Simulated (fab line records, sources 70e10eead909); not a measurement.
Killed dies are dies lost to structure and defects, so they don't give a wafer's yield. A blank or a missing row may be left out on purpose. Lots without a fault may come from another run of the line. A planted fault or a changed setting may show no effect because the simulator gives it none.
Which tool did it? | flow nand_harc | 24 lots, 72 wafers sampled, at 6 steps of a route of 1159

WHAT THE GAUGES READ, wafer by wafer
NHARC_A_ONON_D1_INSPECT_32. Usual: raw_defect_count 72, standard deviation 24.
lot  | measured     | on                | raw_defect_count | flag
L074 | day 8 07:34  | defect_inspect-02 | 67 80 96         |
L076 | day 8 15:11  | defect_inspect-02 | 109 76 93        |
L075 | day 8 15:10  | defect_inspect-01 | 51 110 60        |
L077 | day 8 21:24  | defect_inspect-02 | 107 87 135       |
L079 | day 8 21:21  | defect_inspect-01 | 60 94 128        |
L078 | day 9 04:14  | defect_inspect-02 | 68 52 71         |
L080 | day 9 12:54  | defect_inspect-02 | 78 114 66        |
L081 | day 9 23:15  | defect_inspect-02 | 53 50 46         |
L082 | day 10 10:10 | defect_inspect-01 | 34 36 61         |
L084 | day 10 10:22 | defect_inspect-02 | 96 58 63         |
L083 | day 10 10:11 | defect_inspect-02 | 50 47 33         |
L086 | day 11 05:48 | defect_inspect-01 | 60 71 43         |
L087 | day 11 06:05 | defect_inspect-02 | 49 64 67         |
L088 | day 11 05:52 | defect_inspect-02 | 75 78 53         |
L085 | day 11 18:11 | defect_inspect-01 | 102 72 73        |
L089 | day 11 23:05 | defect_inspect-01 | 140 97 94        |
L091 | day 12 04:11 | defect_inspect-01 | 50 92 132        |
L090 | day 12 04:04 | defect_inspect-02 | 100 88 96        |
L092 | day 12 19:00 | defect_inspect-02 | 62 78 54         |
L093 | day 12 19:05 | defect_inspect-02 | 37 89 88         |
L094 | day 13 02:35 | defect_inspect-02 | 68 53 36         |
L096 | day 14 04:34 | defect_inspect-01 | 54 61 80         |
L097 | day 13 18:12 | defect_inspect-01 | 101 96 80        |
L095 | day 13 18:20 | defect_inspect-01 | 58 87 80         |

WHICH TOOL RAN EACH LOT (tool, then ch and the chambers of the sampled wafers, then the start)
lot  | NHARC_P_GATE_DESCUM_13            | NHARC_P_GATE_ETCH_104              | NHARC_P_GATE_STRIP_76                | NHARC_P_M0_DEP_32               | NHARC_A_ZERO_WELL_RTA_16
L074 | rie_diel-08 ch 0,3, day 4 03:46   | rie_diel-04 ch 1,3, day 4 19:32    | plasma_asher-02 ch 0,1, day 5 10:13  | pecvd-03 ch 0,1,2, day 6 04:31  | rtp_anneal-01 ch 0, day 6 20:01
L076 | rie_diel-04 ch 0,2, day 4 09:22   | rie_diel-08 ch 0,2,3, day 5 01:11  | plasma_asher-01 ch 0,1, day 5 16:27  | pecvd-03 ch 1,2, day 6 10:25    | rtp_anneal-01 ch 0, day 7 02:17
L075 | rie_diel-08 ch 0,1,2, day 4 09:27 | rie_diel-08 ch 1,2,3, day 5 01:23  | plasma_asher-02 ch 0,1, day 5 16:35  | pecvd-03 ch 0,2, day 6 11:11    | rtp_anneal-02 ch 0, day 7 02:39
L077 | rie_diel-06 ch 0,1, day 4 20:49   | rie_diel-06 ch 0,2,3, day 5 10:41  | plasma_asher-02 ch 0,1, day 6 00:59  | pecvd-03 ch 1,2, day 6 15:29    | rtp_anneal-02 ch 0, day 7 06:46
L079 | rie_diel-04 ch 0,2,3, day 5 03:03 | rie_diel-08 ch 2,3, day 5 17:17    | plasma_asher-01 ch 0,1, day 6 07:22  | pecvd-03 ch 0,1,2, day 6 20:05  | rtp_anneal-02 ch 0, day 7 11:34
L078 | rie_diel-04 ch 0,1,2, day 5 03:13 | rie_diel-08 ch 0,1,3, day 5 17:41  | plasma_asher-02 ch 0,1, day 6 07:55  | pecvd-03 ch 0,1, day 6 23:29    | rtp_anneal-01 ch 0, day 7 14:51
L080 | rie_diel-04 ch 1,2, day 5 10:44   | rie_diel-06 ch 0,1,3, day 6 04:58  | plasma_asher-01 ch 0,1, day 6 19:08  | pecvd-01 ch 0,1,2, day 7 11:44  | rtp_anneal-01 ch 0, day 8 03:15
L081 | rie_diel-04 ch 0,2,3, day 6 01:17 | rie_diel-08 ch 0,1,3, day 6 15:05  | plasma_asher-02 ch 0,1, day 7 05:35  | pecvd-03 ch 0,2, day 7 20:13    | rtp_anneal-01 ch 0, day 8 12:32
L082 | rie_diel-04 ch 0,1,3, day 6 01:26 | rie_diel-08 ch 0,1,3, day 6 15:23  | plasma_asher-01 ch 0,1, day 7 05:48  | pecvd-03 ch 1,2, day 8 01:51    | rtp_anneal-01 ch 0, day 8 17:46
L084 | rie_diel-06 ch 1,2,3, day 6 11:40 | rie_diel-08 ch 0,1,2, day 7 03:13  | plasma_asher-01 ch 0,1, day 7 17:40  | pecvd-03 ch 1,2, day 8 06:27    | rtp_anneal-02 ch 0, day 8 22:34
L083 | rie_diel-06 ch 1,2,3, day 6 11:46 | rie_diel-06 ch 0,2, day 7 02:36    | plasma_asher-02 ch 0,1, day 7 17:08  | pecvd-02 ch 0,2, day 8 05:30    | rtp_anneal-02 ch 0, day 8 21:28
L086 | rie_diel-04 ch 1,3, day 7 06:46   | rie_diel-06 ch 2,3, day 7 22:29    | plasma_asher-02 ch 1, day 8 13:06    | pecvd-03 ch 0,1, day 9 03:53    | rtp_anneal-01 ch 0, day 9 19:45
L087 | rie_diel-06 ch 1,3, day 7 06:48   | rie_diel-04 ch 2,3, day 7 21:52    | plasma_asher-02 ch 0,1, day 8 12:22  | pecvd-01 ch 0,1, day 9 01:19    | rtp_anneal-02 ch 0, day 9 17:17
L088 | rie_diel-08 ch 0,2, day 7 06:50   | rie_diel-06 ch 1,2,3, day 7 22:17  | plasma_asher-02 ch 0,1, day 8 12:46  | pecvd-01 ch 1,2, day 9 01:48    | rtp_anneal-01 ch 0, day 9 17:26
L085 | rie_diel-04 ch 0,2,3, day 7 06:52 | rie_diel-08 ch 1,2,3, day 7 22:07  | plasma_asher-01 ch 0,1, day 8 19:05  | pecvd-01 ch 0,1,2, day 9 14:23  | rtp_anneal-02 ch 0, day 10 06:25
L089 | rie_diel-08 ch 1,2, day 7 23:50   | rie_diel-04 ch 1,2,3, day 8 15:00  | plasma_asher-02 ch 0,1, day 9 05:14  | pecvd-01 ch 0,1,2, day 9 22:14  | rtp_anneal-02 ch 0, day 10 13:36
L091 | rie_diel-06 ch 0,1,3, day 8 05:19 | rie_diel-08 ch 0,2, day 8 21:04    | plasma_asher-02 ch 0,1, day 9 11:21  | pecvd-01 ch 0,1, day 10 01:46   | rtp_anneal-02 ch 0, day 10 17:08
L090 | rie_diel-08 ch 2,3, day 8 05:28   | rie_diel-06 ch 1,2, day 8 21:43    | plasma_asher-02 ch 0,1, day 9 12:03  | pecvd-02 ch 0,1,2, day 10 02:37 | rtp_anneal-02 ch 0, day 10 17:55
L092 | rie_diel-06 ch 1,2, day 8 18:22   | rie_diel-04 ch 0,1, day 9 08:53    | plasma_asher-01 ch 0,1, day 9 23:35  | pecvd-01 ch 0,1,2, day 10 19:41 | rtp_anneal-02 ch 0, day 11 11:45
L093 | rie_diel-04 ch 0,1,2, day 8 18:25 | rie_diel-04 ch 0,1,2, day 9 08:11  | plasma_asher-02 ch 0,1, day 9 23:25  | pecvd-02 ch 0,1, day 10 14:14   | rtp_anneal-02 ch 0, day 11 05:40
L094 | rie_diel-04 ch 0,2,3, day 8 23:47 | rie_diel-08 ch 1,3, day 9 13:52    | plasma_asher-01 ch 0,1, day 10 06:35 | pecvd-03 ch 0,1,2, day 11 00:10 | rtp_anneal-02 ch 0, day 11 15:54
L096 | rie_diel-08 ch 0,1,2, day 9 16:37 | rie_diel-08 ch 1,2,3, day 10 07:24 | plasma_asher-01 ch 0, day 11 05:38   | pecvd-02 ch 0,1, day 11 20:23   | rtp_anneal-01 ch 0, day 12 11:47
L097 | rie_diel-04 ch 1,3, day 9 16:38   | rie_diel-06 ch 2,3, day 10 06:45   | plasma_asher-01 ch 0,1, day 10 21:13 | pecvd-03 ch 0,2, day 11 13:27   | rtp_anneal-02 ch 0, day 12 05:35
L095 | rie_diel-06 ch 1,2,3, day 9 16:41 | rie_diel-08 ch 1,2,3, day 10 07:04 | plasma_asher-02 ch 1, day 10 21:45   | pecvd-03 ch 0,2, day 11 14:08   | rtp_anneal-01 ch 0, day 12 06:10
- NHARC_P_GATE_DESCUM_13: chemistry O2, time 3 s.
- NHARC_P_GATE_ETCH_104: etches the open film in CF4/CHF3, target depth 60 nm.
- NHARC_P_GATE_STRIP_76: strips in O2.
- NHARC_P_M0_DEP_32: deposits SiCN, target thk 30 nm.
- NHARC_A_ZERO_WELL_RTA_16: time 10 s.

WHAT THE TOOLS THEMSELVES READ (means of the sampled wafers that have a number; where no wafer has one, the mark that the record gives instead)
NHARC_P_GATE_DESCUM_13. Usual: drypump_motor_current_A 5.8 A, standard deviation 0.35; oes_product_au 1.001 a.u., standard deviation 0.012; rf_vpp_V 57.8 V, standard deviation 0.88; showerhead_plenum_p_Torr 1.92 Torr, standard deviation 0.094; throttle_valve_pct 11.310 %, standard deviation 0.009.
lot  | tool        | drypump_motor_current_A (A) | oes_product_au (a.u.) | rf_vpp_V (V) | showerhead_plenum_p_Torr (Torr) | throttle_valve_pct (%) | flag
L074 | rie_diel-08 | 6.2                         | 1.002                 | 58.6         | 1.85                            | 11.305                 |
L076 | rie_diel-04 | 5.7                         | 1.006                 | 57.7         | 1.92                            | 11.316                 |
L075 | rie_diel-08 | 5.8                         | 1.000                 | 57.4         | 1.93                            | 11.306                 |
L077 | rie_diel-06 | 5.8                         | 1.000                 | 57.6         | 1.81                            | 11.314                 |
L079 | rie_diel-04 | 5.7                         | 0.991                 | 57.7         | 1.92                            | 11.311                 |
L078 | rie_diel-04 | 5.6                         | 1.003                 | 57.0         | 1.89                            | 11.311                 |
L080 | rie_diel-04 | 5.6                         | 1.003                 | 57.2         | 1.82                            | 11.301                 |
L081 | rie_diel-04 | 5.7                         | 0.997                 | 58.1         | 2.02                            | 11.304                 |
L082 | rie_diel-04 | 5.7                         | 0.995                 | 58.0         | 1.97                            | 11.308                 |
L084 | rie_diel-06 | 5.9                         | 1.015                 | 57.7         | 1.88                            | 11.308                 |
L083 | rie_diel-06 | 5.9                         | 1.014                 | 57.8         | 1.88                            | 11.309                 |
L086 | rie_diel-04 | 5.7                         | 0.999                 | 58.1         | 1.93                            | 11.304                 |
L087 | rie_diel-06 | 6.0                         | 1.017                 | 57.5         | 1.87                            | 11.297                 |
L088 | rie_diel-08 | 5.4                         | 1.001                 | 58.1         | 1.98                            | 11.315                 |
L085 | rie_diel-04 | 5.8                         | 0.996                 | 58.3         | 2.01                            | 11.317                 |
L089 | rie_diel-08 | 5.7                         | 0.990                 | 58.0         | 1.93                            | 11.310                 |
L091 | rie_diel-06 | 5.8                         | 1.008                 | 57.2         | 1.86                            | 11.306                 |
L090 | rie_diel-08 | 5.3                         | 0.996                 | 57.3         | 1.97                            | 11.310                 |
L092 | rie_diel-06 | 5.9                         | 1.014                 | 57.1         | 1.81                            | 11.313                 |
L093 | rie_diel-04 | 5.6                         | 1.004                 | 58.0         | 1.98                            | 11.311                 |
L094 | rie_diel-04 | 5.8                         | 1.000                 | 58.5         | 2.01                            | 11.310                 |
L096 | rie_diel-08 | 5.8                         | 0.995                 | 58.6         | 1.92                            | 11.316                 |
L097 | rie_diel-04 | 5.7                         | 0.992                 | 58.5         | 1.93                            | 11.310                 |
L095 | rie_diel-06 | 5.9                         | 1.014                 | 57.8         | 1.87                            | 11.315                 |

NHARC_P_GATE_ETCH_104. Usual: drypump_motor_current_A 5.8 A, standard deviation 0.43; oes_product_au 0.947 a.u., standard deviation 0.019; rf_vpp_V 370.4 V, standard deviation 2.5; showerhead_plenum_p_Torr 1.57 Torr, standard deviation 0.07; throttle_valve_pct 16.802 %, standard deviation 0.0096.
lot  | tool        | drypump_motor_current_A (A) | oes_product_au (a.u.) | rf_vpp_V (V) | showerhead_plenum_p_Torr (Torr) | throttle_valve_pct (%) | flag
L074 | rie_diel-04 | 5.6                         | 0.931                 | 371.8        | 1.59                            | 16.798                 |
L076 | rie_diel-08 | 5.8                         | 0.952                 | 370.5        | 1.57                            | 16.803                 |
L075 | rie_diel-08 | 5.7                         | 0.911                 | 371.2        | 1.58                            | 16.795                 |
L077 | rie_diel-06 | 5.7                         | 0.925                 | 370.1        | 1.54                            | 16.808                 |
L079 | rie_diel-08 | 5.8                         | 0.956                 | 370.9        | 1.56                            | 16.802                 |
L078 | rie_diel-08 | 6.2                         | 0.958                 | 368.5        | 1.53                            | 16.797                 |
L080 | rie_diel-06 | 5.8                         | 0.937                 | 369.3        | 1.54                            | 16.807                 |
L081 | rie_diel-08 | 6.2                         | 0.970                 | 369.3        | 1.53                            | 16.800                 |
L082 | rie_diel-08 | 6.2                         | 0.941                 | 368.6        | 1.53                            | 16.805                 |
L084 | rie_diel-08 | 5.8                         | 0.972                 | 370.9        | 1.58                            | 16.800                 |
L083 | rie_diel-06 | 5.6                         | 0.929                 | 367.5        | 1.49                            | 16.799                 |
L086 | rie_diel-06 | 5.8                         | 0.946                 | 371.3        | 1.59                            | 16.796                 |
L087 | rie_diel-04 | 5.7                         | 0.931                 | 373.6        | 1.67                            | 16.806                 |
L088 | rie_diel-06 | 5.9                         | 0.952                 | 368.8        | 1.55                            | 16.800                 |
L085 | rie_diel-08 | 5.8                         | 0.929                 | 370.8        | 1.58                            | 16.803                 |
L089 | rie_diel-04 | 5.7                         | 0.941                 | 372.7        | 1.63                            | 16.805                 |
L091 | rie_diel-08 | 5.4                         | 0.971                 | 371.4        | 1.62                            | 16.802                 |
L090 | rie_diel-06 | 6.0                         | 0.967                 | 368.1        | 1.49                            | 16.797                 |
L092 | rie_diel-04 | 5.6                         | 0.960                 | 371.6        | 1.58                            | 16.814                 |
L093 | rie_diel-04 | 5.6                         | 0.935                 | 373.1        | 1.62                            | 16.805                 |
L094 | rie_diel-08 | 6.2                         | 0.961                 | 369.4        | 1.52                            | 16.813                 |
L096 | rie_diel-08 | 5.7                         | 0.920                 | 371.0        | 1.57                            | 16.804                 |
L097 | rie_diel-06 | 5.7                         | 0.949                 | 369.8        | 1.54                            | 16.798                 |
L095 | rie_diel-08 | 5.7                         | 0.957                 | 370.0        | 1.57                            | 16.801                 |

NHARC_P_GATE_STRIP_76. Usual: drypump_motor_current_A 5.77 A, standard deviation 0.049; heater_power_w 333 W, standard deviation 28.
lot  | tool            | drypump_motor_current_A (A) | heater_power_w (W) | flag
L074 | plasma_asher-02 | 5.81                        | 319                |
L076 | plasma_asher-01 | 5.74                        | 353                |
L075 | plasma_asher-02 | 5.78                        | 334                |
L077 | plasma_asher-02 | 5.78                        | 332                |
L079 | plasma_asher-01 | 5.74                        | 335                |
L078 | plasma_asher-02 | 5.81                        | 321                |
L080 | plasma_asher-01 | 5.75                        | 352                |
L081 | plasma_asher-02 | 5.77                        | 340                |
L082 | plasma_asher-01 | 5.75                        | 350                |
L084 | plasma_asher-01 | 5.75                        | 335                |
L083 | plasma_asher-02 | 5.76                        | 332                |
L086 | plasma_asher-02 | 5.73                        | 353                |
L087 | plasma_asher-02 | 5.76                        | 330                |
L088 | plasma_asher-02 | 5.76                        | 332                |
L085 | plasma_asher-01 | 5.74                        | 336                |
L089 | plasma_asher-02 | 5.77                        | 340                |
L091 | plasma_asher-02 | 5.77                        | 337                |
L090 | plasma_asher-02 | 5.77                        | 344                |
L092 | plasma_asher-01 | 5.73                        | 336                |
L093 | plasma_asher-02 | 5.81                        | 324                |
L094 | plasma_asher-01 | 5.75                        | 353                |
L096 | plasma_asher-01 | 5.73                        | 358                |
L097 | plasma_asher-01 | 5.74                        | 354                |
L095 | plasma_asher-02 | 5.72                        | 360                |

NHARC_P_M0_DEP_32. Usual: heater_power_w 611 W, standard deviation 67.
lot  | tool     | heater_power_w (W) | flag
L074 | pecvd-03 | 572                |
L076 | pecvd-03 | 643                |
L075 | pecvd-03 | 580                |
L077 | pecvd-03 | 625                |
L079 | pecvd-03 | 624                |
L078 | pecvd-03 | 635                |
L080 | pecvd-01 | 664                |
L081 | pecvd-03 | 569                |
L082 | pecvd-03 | 634                |
L084 | pecvd-03 | 601                |
L083 | pecvd-02 | 677                |
L086 | pecvd-03 | 563                |
L087 | pecvd-01 | 633                |
L088 | pecvd-01 | 594                |
L085 | pecvd-01 | 625                |
L089 | pecvd-01 | 616                |
L091 | pecvd-01 | 633                |
L090 | pecvd-02 | 659                |
L092 | pecvd-01 | 649                |
L093 | pecvd-02 | 600                |
L094 | pecvd-03 | 585                |
L096 | pecvd-02 | 554                |
L097 | pecvd-03 | 592                |
L095 | pecvd-03 | 546                |

NHARC_A_ZERO_WELL_RTA_16. Usual: lamp_power_pct 33.1 %, standard deviation 3; lamp_zone_2_pct 33.1 %, standard deviation 3; wafer_temp_C_max 1003.5, standard deviation 1.3.
lot  | tool          | lamp_power_pct (%) | lamp_zone_2_pct (%) | wafer_temp_C_max | flag
L074 | rtp_anneal-01 | 29.6               | 29.6                | 1005.2           |
L076 | rtp_anneal-01 | 29.6               | 29.6                | 1004.9           |
L075 | rtp_anneal-02 | 35.6               | 35.6                | 1002.3           |
L077 | rtp_anneal-02 | 35.6               | 35.6                | 1002.6           |
L079 | rtp_anneal-02 | 35.6               | 35.6                | 1002.7           |
L078 | rtp_anneal-01 | 29.6               | 29.6                | 1005.5           |
L080 | rtp_anneal-01 | 29.6               | 29.5                | 1005.4           |
L081 | rtp_anneal-01 | 29.6               | 29.6                | 1004.5           |
L082 | rtp_anneal-01 | 29.6               | 29.6                | 1005.7           |
L084 | rtp_anneal-02 | 35.6               | 35.6                | 1002.5           |
L083 | rtp_anneal-02 | 35.6               | 35.6                | 1002.9           |
L086 | rtp_anneal-01 | 29.5               | 29.6                | 1005.3           |
L087 | rtp_anneal-02 | 35.6               | 35.6                | 1002.1           |
L088 | rtp_anneal-01 | 29.6               | 29.5                | 1004.1           |
L085 | rtp_anneal-02 | 35.6               | 35.5                | 1002.4           |
L089 | rtp_anneal-02 | 35.6               | 35.6                | 1002.7           |
L091 | rtp_anneal-02 | 35.6               | 35.6                | 1002.4           |
L090 | rtp_anneal-02 | 35.6               | 35.6                | 1002.6           |
L092 | rtp_anneal-02 | 35.6               | 35.6                | 1002.5           |
L093 | rtp_anneal-02 | 35.6               | 35.7                | 1002.9           |
L094 | rtp_anneal-02 | 35.6               | 35.6                | 1002.5           |
L096 | rtp_anneal-01 | 29.6               | 29.5                | 1004.9           |
L097 | rtp_anneal-02 | 35.6               | 35.6                | 1002.6           |
L095 | rtp_anneal-01 | 29.6               | 29.6                | 1003.5           |

THE ANSWER, worked out from the rows above alone
Rule: a lot is off if the mean of its wafers that have a number lies more than 3 standard deviations from the usual mean. A lot without any number at a reading at which 4 lots or more have one is off too. The other lots that the step has rows for count as sound. The gauges are gone through in route order, then the tools' own readings, and for those a lot's mean is taken as printed above. The first step at which some lot is off is used, and at that step the reading that is off furthest; a lot without a number counts as furthest.
No lot is off at any reading shown: from this, nothing can be told.

WHAT THE SIMULATOR HAD PUT IN
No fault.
